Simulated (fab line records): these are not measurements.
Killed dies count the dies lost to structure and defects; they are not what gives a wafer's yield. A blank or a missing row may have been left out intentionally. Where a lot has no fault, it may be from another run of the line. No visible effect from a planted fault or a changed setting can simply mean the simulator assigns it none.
Split-lot trial | flow n5_finfet | 39 wafers read across 7 lots, on a route 1938 steps long

## ABOUT THE SPLIT
At N5_BEOL_M1_ILD_DEP_00 (deposits SiOC from DEMS/O2, target thk 79 nm, time 15.3 s), the setting time_s was moved away from the recipe's 15.3 s on 15 of the 39 wafers read, by -36.1% to +45.2%. All remaining wafers had this setting at the recipe value.

Between the split and the reading, the file records no step.

## THE READING
M1_ILD_THK at N5_BEOL_M1_THK_MEAS_01, in nm. On this fab line, fault-free wafers typically give 79.0 nm with a standard deviation of 1.1 nm.

wafer  | tool, chamber at the split | time_s as run, s | against the recipe | M1_ILD_THK, nm | against lot-mates on the recipe
L077.1 | pecvd-03, 1                | 15.3             | recipe             | 77.6           | -
L077.2 | pecvd-03, 0                | 22.21            | +45.2%             | 112.8          | +34.1
L077.3 | pecvd-03, 2                | 22.21            | +45.2%             | 113.3          | +34.6
L077.4 | pecvd-03, 1                | 22.21            | +45.2%             | 114.2          | +35.5
L077.5 | pecvd-03, 0                | 15.3             | recipe             | 78.5           | -
L077.6 | pecvd-03, 2                | 15.3             | recipe             | 79.9           | -
L081.1 | pecvd-01, 0                | 15.3             | recipe             | 79.3           | -
L081.2 | pecvd-01, 2                | 9.78             | -36.1%             | 50.8           | -29.4
L081.3 | pecvd-01, 1                | 9.78             | -36.1%             | 50.3           | -29.9
L081.4 | pecvd-01, 1                | 15.3             | recipe             | 81.2           | -
L081.5 | pecvd-01, 2                | 15.3             | recipe             | 80.0           | -
L081.6 | pecvd-01, 0                | 9.78             | -36.1%             | 51.8           | -28.4
L082.1 | pecvd-04, 0                | 21.01            | +37.3%             | 107.8          | +28.7
L082.2 | pecvd-04, 1                | 21.01            | +37.3%             | 107.0          | +27.9
L082.3 | pecvd-04, 2                | 15.3             | recipe             | 77.8           | -
L082.4 | pecvd-04, 0                | 21.01            | +37.3%             | 109.3          | +30.2
L082.5 | pecvd-04, 2                | 15.3             | recipe             | 79.6           | -
L082.6 | pecvd-04, 1                | 15.3             | recipe             | 79.8           | -
L087.1 | pecvd-04, 0,2              | 15.3             | recipe             | 80.1           | -
L087.2 | pecvd-04, 1                | 15.3             | recipe             | 78.3           | -
L087.3 | pecvd-04, 2                | 15.3             | recipe             | 78.9           | -
L087.4 | pecvd-04, 0,2              | 15.3             | recipe             | 80.2           | -
L087.5 | pecvd-04, 0                | 15.3             | recipe             | 79.7           | -
L087.6 | pecvd-04, 1                | 15.3             | recipe             | 80.2           | -
L089.1 | pecvd-03, 0                | 20.61            | +34.7%             | 104.4          | +26.3
L089.2 | pecvd-03, 2                | 15.3             | recipe             | 77.6           | -
L089.3 | pecvd-03, 1                | 20.61            | +34.7%             | 103.9          | +25.8
L089.4 | pecvd-03, 1                | 15.3             | recipe             | 77.9           | -
L089.5 | pecvd-03, 0                | 20.61            | +34.7%             | 105.4          | +27.3
L089.6 | pecvd-03, 2                | 15.3             | recipe             | 78.9           | -
L096.2 | pecvd-04, 1                | 15.3             | recipe             | 78.1           | -
L096.4 | pecvd-04, 1                | 15.3             | recipe             | 80.4           | -
L096.5 | pecvd-04, 2                | 15.3             | recipe             | 79.7           | -
L097.1 | pecvd-01, 2                | 15.3             | recipe             | 76.9           | -
L097.2 | pecvd-01, 0,1              | 18.34            | +19.9%             | 92.5           | +14.5
L097.3 | pecvd-01, 0,1              | 18.34            | +19.9%             | 92.3           | +14.3
L097.4 | pecvd-01, 1                | 18.34            | +19.9%             | 93.6           | +15.6
L097.5 | pecvd-01, 2                | 15.3             | recipe             | 78.7           | -
L097.6 | pecvd-01, 0                | 15.3             | recipe             | 78.4           | -
When a row names more than one chamber, that row covers several wafers, and the file does not tell which wafer ran in which chamber.

THE FIT
A straight line over all 39 wafers: M1_ILD_THK changes by +0.762 nm for each +1% of time_s; r = +1.00; the points scatter about the line by 1.1 nm.
The same after taking each lot's own level away (the mean of its wafers on the recipe; 39 wafers): +0.78 nm for each +1%; r = +1.00; scatter 0.86 nm.
On that fit, the largest move of time_s shifts the reading by 35 nm.
From 78.00 to 80.17 nm: that is the span of the lots' own levels, equal to 2.0 times the standard deviation above.
The two slopes agree, so the slope changes little with the lot-to-lot level.
Check: +35.1 nm against its lot-mates is what the line predicts for one of the wafers moved furthest among these (+45.2%) when that wafer is left out of the fit. It came out at +34.1 nm against them.

## FURTHER SPLITS ON THESE WAFERS
These wafers also went through other splits before the reading. Each is held against what the fit with the lots' levels taken away leaves over:
other split on the same wafers                  | wafers away from the commonest value | r with M1_ILD_THK (lot level and that fit taken away)
N5_FIN_SAQP_HM_DEP_03 time_s                    | 9                                    | -0.01
N5_SPACER0_ALD_00 ald_cycles                    | 6                                    | +0.16
N5_MOL_CONTACT_COAG_ALD_27 time_s               | 15                                   | +0.12
N5_MOL_CONTACT_COAG_VIA_ETCH_117 target_depth_a | 15                                   | +0.08

## THE WHOLE CHAIN: every reading that the file lists as answering this split, in the file's order
step                   | what it does                                              | reading                                                                            | change (the file's fit)               | r (the file's)
N5_BEOL_M1_ILD_DEP_00  | deposits SiOC from DEMS/O2, target thk 79 nm, time 15.3 s | SiOC_of_BEOL_M1_ILD_DEP_00.thk_nm (the simulator's own value, which no gauge read) | +0.776 nm for each +1% of the setting | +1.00
N5_BEOL_M1_THK_MEAS_01 |                                                           | M1_ILD_THK                                                                         | +0.776 for each +1% of the setting    | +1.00

## FILE'S OWN FIT
M1_ILD_THK changes by +0.776 nm for each +1% of time_s, r = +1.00.
